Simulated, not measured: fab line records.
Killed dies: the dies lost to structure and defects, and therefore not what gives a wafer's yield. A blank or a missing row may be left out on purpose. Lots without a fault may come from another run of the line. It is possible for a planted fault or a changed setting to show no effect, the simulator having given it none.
What tool caused it? + flow nand harc + 39 wafers from 13 lots sampled at 5 of the route's 1302 steps

## WHAT THE GAUGES READ, wafer by wafer
NHARC_THIN_TSV_CD_MEAS_12: the cd target is 1000 nm.
| lot  | measured     | on        | cd nm (nm)           |
|------|--------------|-----------|----------------------|
| L484 | day 24 00:38 | cd sem-01 | 999.5 1003.1 998.1   |
| L485 | day 24 07:45 | cd sem-03 | 1000.8 998.0 1002.7  |
| L486 | day 24 06:32 | cd sem-02 | 1003.0 1002.0 1003.3 |
| L488 | day 25 17:55 | cd sem-01 | 1001.5 1002.4 1000.8 |
| L489 | day 27 00:31 | cd sem-01 | 998.4 1001.9 1000.4  |
| L492 | day 27 23:46 | cd sem-03 | 1002.2 999.3 1000.2  |
| L494 | day 28 00:58 | cd sem-01 | 998.8 1001.5 1000.4  |
| L498 | day 29 18:00 | cd sem-02 | 997.9 998.5 1002.7   |
| L499 | day 29 19:13 | cd sem-03 | 1000.3 1000.5 998.3  |
| L500 | day 30 22:41 | cd sem-02 | 996.5 998.6 996.5    |
| L502 | day 31 09:52 | cd sem-01 | 1001.1 1000.4 1000.5 |
| L503 | day 31 16:43 | cd sem-02 | 1000.1 1003.2 998.5  |
| L506 | day 32 21:22 | cd sem-01 | 999.6 998.3 1001.0   |

NHARC_END_SORT_01.
| lot  | measured     | on        | defect limited yield (%) | killed at array | killed at other | killed at periphery | killed dies | killed open | killed short |
|------|--------------|-----------|--------------------------|-----------------|-----------------|---------------------|-------------|-------------|--------------|
| L492 | day 28 15:43 | prober-01 | 75.8 75.0 73.9           | 64 73 78        | 1 0 0           | 99 96 99            | 164 169 177 | 3 2 1       | 3 0 2        |
| L494 | day 28 14:54 | prober-02 | 76.7 80.2 79.3           | 55 52 46        | 1 1 2           | 102 81 92           | 158 134 140 | 3 1 6       | 4 3 4        |

## WHICH TOOL RAN EACH LOT (tool, then ch and the chambers of the sampled wafers, then the start)
| lot  | NHARC_P_M0_PVD_20            | NHARC_THIN_TSV_ETCH_44             | NHARC_THIN_TSV_DEGAS_49      |
|------|------------------------------|------------------------------------|------------------------------|
| L484 | pvd sputter-02, day 6 13:32  | rie diel-09 ch 1,2, day 24 00:56   | pvd sputter-03, day 24 04:14 |
| L485 | pvd sputter-02, day 6 16:44  | rie diel-10 ch 0,1,3, day 24 08:07 | pvd sputter-02, day 24 10:34 |
| L486 | pvd sputter-02, day 7 08:41  | rie diel-09 ch 2,3, day 24 06:50   | pvd sputter-02, day 24 09:19 |
| L488 | pvd sputter-02, day 8 03:25  | rie diel-10 ch 0,1,2, day 25 18:16 | pvd sputter-02, day 25 20:47 |
| L489 | pvd sputter-02, day 8 18:07  | rie diel-11 ch 1,2,3, day 27 00:46 | pvd sputter-02, day 27 03:17 |
| L492 | pvd sputter-02, day 10 02:32 | rie diel-09 ch 1,2, day 28 00:00   | pvd sputter-03, day 28 02:36 |
| L494 | pvd sputter-02, day 10 17:15 | rie diel-11 ch 0,2,3, day 28 01:12 | pvd sputter-03, day 28 03:48 |
| L498 | pvd sputter-03, day 12 13:14 | rie diel-09 ch 0,2,3, day 29 18:15 | pvd sputter-03, day 29 20:46 |
| L499 | pvd sputter-03, day 12 20:11 | rie diel-09 ch 0,1,3, day 29 19:34 | pvd sputter-03, day 29 22:02 |
| L500 | pvd sputter-02, day 13 07:11 | rie diel-11 ch 0,3, day 30 22:55   | pvd sputter-01, day 31 01:31 |
| L502 | pvd sputter-03, day 13 19:14 | rie diel-09 ch 0,1,2, day 31 10:07 | pvd sputter-01, day 31 12:38 |
| L503 | pvd sputter-02, day 14 05:29 | rie diel-11 ch 0,1,3, day 31 16:58 | pvd sputter-03, day 31 19:32 |
| L506 | pvd sputter-02, day 15 17:29 | rie diel-11 ch 0,1,3, day 32 21:37 | pvd sputter-02, day 33 00:18 |
- NHARC_P_M0_PVD_20: deposits TaN, target thk 5 nm, time 8.06 s.
- NHARC_THIN_TSV_ETCH_44: etches the open film in CF4/O2, target depth 1594.2 nm, time 797.1 s.
- NHARC_THIN_TSV_DEGAS_49: time 120 s.

## WHAT THE TOOLS THEMSELVES READ (means of the sampled wafers that have a number; where no wafer has one, the mark that the record gives instead)
NHARC_P_M0_PVD_20.
| lot  | tool           | cathode dc power W (W) | throttle valve pct (%) |
|------|----------------|------------------------|------------------------|
| L484 | pvd sputter-02 | 14999                  | 31.2                   |
| L485 | pvd sputter-02 | 15003                  | 30.4                   |
| L486 | pvd sputter-02 | 15000                  | 30.5                   |
| L488 | pvd sputter-02 | 14999                  | 30.5                   |
| L489 | pvd sputter-02 | 15000                  | 30.2                   |
| L492 | pvd sputter-02 | 15000                  | 31.1                   |
| L494 | pvd sputter-02 | 15000                  | 29.9                   |
| L498 | pvd sputter-03 | 14999                  | 29.5                   |
| L499 | pvd sputter-03 | 15001                  | 29.6                   |
| L500 | pvd sputter-02 | 15001                  | 30.5                   |
| L502 | pvd sputter-03 | 15003                  | 29.9                   |
| L503 | pvd sputter-02 | 14999                  | 30.4                   |
| L506 | pvd sputter-02 | 15001                  | 30.6                   |

NHARC_THIN_TSV_ETCH_44.
| lot  | tool        | cf4 flow sccm (sccm) | drypump motor current A (A) | oes product au (a.u.) | rf vpp V (V) | showerhead plenum p Torr (Torr) | throttle valve pct (%) |
|------|-------------|----------------------|-----------------------------|-----------------------|--------------|---------------------------------|------------------------|
| L484 | rie diel-09 | 149.9                | 5.8                         | 1.003                 | 798          | 1.90                            | 16.911                 |
| L485 | rie diel-10 | 149.6                | 5.1                         | 0.992                 | 790          | 1.76                            | 16.922                 |
| L486 | rie diel-09 | 149.2                | 6.0                         | 0.991                 | 798          | 1.89                            | 16.912                 |
| L488 | rie diel-10 | 149.4                | 5.1                         | 1.006                 | 794          | 1.82                            | 16.913                 |
| L489 | rie diel-11 | 150.0                | 6.6                         | 1.000                 | 797          | 1.86                            | 16.915                 |
| L492 | rie diel-09 | 149.6                | 5.8                         | 1.009                 | 798          | 1.90                            | 16.917                 |
| L494 | rie diel-11 | 150.3                | 6.1                         | 1.011                 | 795          | 1.83                            | 16.907                 |
| L498 | rie diel-09 | 149.9                | 5.9                         | 0.994                 | 798          | 1.88                            | 16.916                 |
| L499 | rie diel-09 | 149.7                | 5.9                         | 1.001                 | 797          | 1.86                            | 16.911                 |
| L500 | rie diel-11 | 149.9                | 5.8                         | 0.993                 | 793          | 1.81                            | 16.909                 |
| L502 | rie diel-09 | 150.3                | 5.8                         | 1.001                 | 798          | 1.89                            | 16.915                 |
| L503 | rie diel-11 | 150.0                | 6.2                         | 1.004                 | 795          | 1.83                            | 16.915                 |
| L506 | rie diel-11 | 150.1                | 6.2                         | 1.008                 | 794          | 1.83                            | 16.918                 |

NHARC_THIN_TSV_DEGAS_49.
| lot  | tool           | heater power w (W) |
|------|----------------|--------------------|
| L484 | pvd sputter-03 | 445                |
| L485 | pvd sputter-02 | 418                |
| L486 | pvd sputter-02 | 422                |
| L488 | pvd sputter-02 | 442                |
| L489 | pvd sputter-02 | 423                |
| L492 | pvd sputter-03 | 479                |
| L494 | pvd sputter-03 | 453                |
| L498 | pvd sputter-03 | 464                |
| L499 | pvd sputter-03 | 456                |
| L500 | pvd sputter-01 | 511                |
| L502 | pvd sputter-01 | 497                |
| L503 | pvd sputter-03 | 457                |
| L506 | pvd sputter-02 | 439                |

## THE ANSWER, worked out from the rows above alone
Rule: what is usual is taken from the lots themselves. Put in order of their means at a reading, lots are off if they are a third of the lots or fewer, leave a main group of 4 or more, and stand apart from it by a gap of 3 or more times the standard deviation of the main group's means; of several such gaps the widest counts. A main group whose means are all the same, to the digits that the tables above print for the reading, isn't used. Also off: a lot with no number at a reading for which 4 or more lots have one. The other lots that the step has rows for count as sound. Order of review: gauges by route order, followed by the tools' own readings, for which a lot's mean as printed above is used. The first step at which some lot is off is used, and at that step the reading that is off furthest; a lot without a number counts as furthest.
Nothing can be told from this: no lot is off at any reading shown.

## WHAT HAD BEEN PUT IN BY THE SIMULATOR
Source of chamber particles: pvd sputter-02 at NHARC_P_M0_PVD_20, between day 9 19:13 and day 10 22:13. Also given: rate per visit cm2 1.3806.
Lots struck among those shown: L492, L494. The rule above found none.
